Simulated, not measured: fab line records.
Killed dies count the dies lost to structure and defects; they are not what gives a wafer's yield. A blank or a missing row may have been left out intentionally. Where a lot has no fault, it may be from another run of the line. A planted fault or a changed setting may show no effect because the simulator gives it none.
Split-lot study :: flow n5_finfet :: on a route of 1938 steps: 7 lots, 21 wafers read

ON THE SPLIT
At N5_BEOL_M12_TRENCH_ETCH_34 (etches SiOC in C4F8/O2/Ar, target depth 318.95 nm, time 125.5 s), the setting time_s was moved away from the recipe's 125.5 s on 11 of the 21 wafers read, by -17.6% to +21.0%. This setting was run at the recipe's value on the other wafers.

FROM SPLIT TO READING: 1 step shown by the file between the two
- N5_BEOL_M12_STRIP_70: strips in C4F8/O2/Ar

THE READING
trench_depth_nm, in nm, at N5_BEOL_M12_OCD_MEAS_35. A value of 319 nm with a standard deviation of 4.6 nm is what fault-free wafers of this fab line usually give.

wafer: L079.1
tool, chamber at the split: rie_diel-01, 2
time_s as run, s: 142.6
against the recipe: +13.6%
trench_depth_nm, nm: 373
against lot-mates on the recipe: no lot-mate on the recipe

wafer: L079.2
tool, chamber at the split: rie_diel-01, 1
time_s as run, s: 142.6
against the recipe: +13.6%
trench_depth_nm, nm: 372
against lot-mates on the recipe: no lot-mate on the recipe

wafer: L079.3
tool, chamber at the split: rie_diel-01, 3
time_s as run, s: 142.6
against the recipe: +13.6%
trench_depth_nm, nm: 360
against lot-mates on the recipe: no lot-mate on the recipe

wafer: L078.3
tool, chamber at the split: rie_diel-01, 2
time_s as run, s: 125.5
against the recipe: recipe
trench_depth_nm, nm: 325
against lot-mates on the recipe: -

wafer: L078.5
tool, chamber at the split: rie_diel-01, 0
time_s as run, s: 125.5
against the recipe: recipe
trench_depth_nm, nm: 321
against lot-mates on the recipe: -

wafer: L078.6
tool, chamber at the split: rie_diel-01, 1
time_s as run, s: 125.5
against the recipe: recipe
trench_depth_nm, nm: 326
against lot-mates on the recipe: -

wafer: L084.2
tool, chamber at the split: rie_diel-01, 1
time_s as run, s: 125.5
against the recipe: recipe
trench_depth_nm, nm: 326
against lot-mates on the recipe: -

wafer: L084.3
tool, chamber at the split: rie_diel-01, 0
time_s as run, s: 108.4
against the recipe: -13.6%
trench_depth_nm, nm: 276
against lot-mates on the recipe: -50

wafer: L084.4
tool, chamber at the split: rie_diel-01, 0
time_s as run, s: 108.4
against the recipe: -13.6%
trench_depth_nm, nm: 278
against lot-mates on the recipe: -48

wafer: L086.1
tool, chamber at the split: rie_diel-05, 2
time_s as run, s: 125.5
against the recipe: recipe
trench_depth_nm, nm: 308
against lot-mates on the recipe: -

wafer: L086.5
tool, chamber at the split: rie_diel-05, 2
time_s as run, s: 125.5
against the recipe: recipe
trench_depth_nm, nm: 309
against lot-mates on the recipe: -

wafer: L086.6
tool, chamber at the split: rie_diel-05, 0
time_s as run, s: 125.5
against the recipe: recipe
trench_depth_nm, nm: 322
against lot-mates on the recipe: -

wafer: L089.2
tool, chamber at the split: rie_diel-05, 2
time_s as run, s: 103.4
against the recipe: -17.6%
trench_depth_nm, nm: 256
against lot-mates on the recipe: no lot-mate on the recipe

wafer: L089.5
tool, chamber at the split: rie_diel-05, 1
time_s as run, s: 103.4
against the recipe: -17.6%
trench_depth_nm, nm: 266
against lot-mates on the recipe: no lot-mate on the recipe

wafer: L089.6
tool, chamber at the split: rie_diel-05, 2
time_s as run, s: 103.4
against the recipe: -17.6%
trench_depth_nm, nm: 258
against lot-mates on the recipe: no lot-mate on the recipe

wafer: L092.2
tool, chamber at the split: rie_diel-01, 1
time_s as run, s: 151.9
against the recipe: +21.0%
trench_depth_nm, nm: 390
against lot-mates on the recipe: +70

wafer: L092.3
tool, chamber at the split: rie_diel-01, 2
time_s as run, s: 125.5
against the recipe: recipe
trench_depth_nm, nm: 319
against lot-mates on the recipe: -

wafer: L092.6
tool, chamber at the split: rie_diel-01, 0
time_s as run, s: 125.5
against the recipe: recipe
trench_depth_nm, nm: 320
against lot-mates on the recipe: -

wafer: L094.2
tool, chamber at the split: rie_diel-01, 2
time_s as run, s: 149.8
against the recipe: +19.4%
trench_depth_nm, nm: 384
against lot-mates on the recipe: +69

wafer: L094.5
tool, chamber at the split: rie_diel-01, 0
time_s as run, s: 125.5
against the recipe: recipe
trench_depth_nm, nm: 315
against lot-mates on the recipe: -

wafer: L094.6
tool, chamber at the split: rie_diel-01, 1
time_s as run, s: 149.8
against the recipe: +19.4%
trench_depth_nm, nm: 388
against lot-mates on the recipe: +73

THE FIT
A straight line over all 21 wafers: trench_depth_nm changes by +3.39 nm for each +1% of time_s; r = +0.99; the points scatter about the line by 5.6 nm.
The same after taking each lot's own level away (the mean of its wafers on the recipe; 15 wafers): +3.56 nm for each +1%; r = +1.00; scatter 3.7 nm.
On that fit, the largest move of time_s shifts the reading by 75 nm.
From 313.0 to 326.0 nm: that is the span of the lots' own levels, equal to 2.8 times the standard deviation above.
Hence the lot-to-lot level has little effect on the slope; both slopes agree.
Check: +76.8 nm against its lot-mates is what the line predicts for one of the wafers moved furthest among these (+21.0%) when that wafer is left out of the fit. Against them it came out at +70.5 nm.

THE OTHER SPLITS THESE WAFERS WENT THROUGH
Other splits were also applied to these wafers ahead of the reading. Each is held against what the fit with the lots' levels taken away leaves over:
other split on the same wafers: N5_BEOL_M8_DESCUM_33 time_s
wafers away from the commonest value: 6
r with trench_depth_nm (lot level and that fit taken away): -0.34

other split on the same wafers: N5_BEOL_M10_HM_DEP_02 target_thk_a
wafers away from the commonest value: 5
r with trench_depth_nm (lot level and that fit taken away): +0.12

other split on the same wafers: N5_BEOL_M10_ETCH_61 cf4_flow_sccm
wafers away from the commonest value: 6
r with trench_depth_nm (lot level and that fit taken away): +0.20

other split on the same wafers: N5_BEOL_M10_COAT_64 spin_rpm
wafers away from the commonest value: 7
r with trench_depth_nm (lot level and that fit taken away): +0.07

other split on the same wafers: N5_BEOL_M11_TRENCH_ETCH_37 bias_w
wafers away from the commonest value: 4
r with trench_depth_nm (lot level and that fit taken away): +0.01

other split on the same wafers: N5_BEOL_M11_ETCH_41 time_s
wafers away from the commonest value: 9
r with trench_depth_nm (lot level and that fit taken away): +0.15

THE WHOLE CHAIN: every reading that the file lists as answering this split, in the file's order
step: N5_BEOL_M12_TRENCH_ETCH_34
what it does: etches SiOC in C4F8/O2/Ar, target depth 318.95 nm, time 125.5 s
reading: etch.depth_nm (the simulator's own value, which no gauge read)
change (the file's fit): +3.54 nm for each +1% of the setting
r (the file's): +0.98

step: N5_BEOL_M12_OCD_MEAS_35
what it does: 
reading: trench_depth_nm
change (the file's fit): +3.52 nm for each +1% of the setting
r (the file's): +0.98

THE FILE'S OWN FIT
trench_depth_nm changes by +3.52 nm for each +1% of time_s, r = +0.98.
